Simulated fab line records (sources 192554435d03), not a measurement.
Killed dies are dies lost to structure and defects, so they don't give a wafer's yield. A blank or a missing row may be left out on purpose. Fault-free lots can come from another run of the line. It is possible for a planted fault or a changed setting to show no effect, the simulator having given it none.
Split-lot experiment ; flow n5-finfet ; route with 1938 steps; 7 lots, 21 wafers read

SPLIT DETAILS
At N5_SD_EPI_P_ETCH_16 (etches SiO2 in CHF3/O2, target depth 5 nm), the setting target-depth-a was moved away from the recipe's 50 angstrom on 5 of the 21 wafers read, by -9.7% to +11.5%. For the rest of the wafers, this setting stayed at what the recipe calls for.

The split's own step is where the reading is taken.

THE READING
etch.depth-nm (the simulator's own value, which no gauge read), in nm, at N5_SD_EPI_P_ETCH_16 (etches SiO2 in CHF3/O2, target depth 5 nm). There is no usual value for it anywhere in the file. Across the 16 wafers here that went through the recipe, the average is 5.004 nm and the standard deviation 0.06 nm.

wafer;tool, chamber at the split;target-depth-a as run, angstrom;against the recipe;etch.depth-nm, nm;against lot-mates on the recipe
L075.1;rie-diel-03, 3;50;recipe;4.983;-
L075.5;rie-diel-03, 1;50;recipe;5.092;-
L075.6;rie-diel-03, 0;50;recipe;4.967;-
L077.3;rie-diel-03, 3;50;recipe;5.082;-
L077.5;rie-diel-03, 0;50;recipe;5.015;-
L077.6;rie-diel-03, 3;55.74;+11.5%;5.666;+0.618
L080.1;rie-diel-01, 1;50;recipe;4.976;-
L080.5;rie-diel-01, 1;50;recipe;4.976;-
L080.6;rie-diel-01, 0;50;recipe;4.902;-
L084.2;rie-diel-03, 2;46.43;-7.1%;4.623;-0.407
L084.3;rie-diel-03, 1;50;recipe;5.03;-
L084.5;rie-diel-03, 2;46.43;-7.1%;4.57;-0.460
L085.1;rie-diel-03, 2;50;recipe;5.04;-
L085.2;rie-diel-03, 0;50;recipe;5.039;-
L085.6;rie-diel-03, 2;45.63;-8.7%;4.571;-0.469
L089.3;rie-diel-01, 1;45.14;-9.7%;4.348;-0.565
L089.5;rie-diel-01, 2;50;recipe;4.934;-
L089.6;rie-diel-01, 0;50;recipe;4.892;-
L097.1;rie-diel-03, 0;50;recipe;5.031;-
L097.2;rie-diel-03, 2;50;recipe;5.008;-
L097.6;rie-diel-03, 1;50;recipe;5.091;-

FIT RESULTS
A straight line over all 21 wafers: etch.depth-nm changes by +0.0583 nm for each +1% of target-depth-a; r = +0.97; the points scatter about the line by 0.062 nm.
The same after taking each lot's own level away (the mean of its wafers on the recipe; 21 wafers): +0.0563 nm for each +1%; r = +0.99; scatter 0.036 nm.
Per that fit: largest target-depth-a move, reading shift of 0.65 nm.
The lots' own levels span 4.9130 to 5.0485 nm, that is 2.3 times the standard deviation above.
So the lot-to-lot level changes the slope little: the two slopes agree.
Check: +0.663 nm against its lot-mates is what the line predicts for one of the wafers moved furthest among these (+11.5%) when that wafer is left out of the fit. It came out at +0.618 nm against them.

FILE'S OWN FIT
etch.depth-nm changes by +0.0559 nm for each +1% of target-depth-a, r = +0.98.
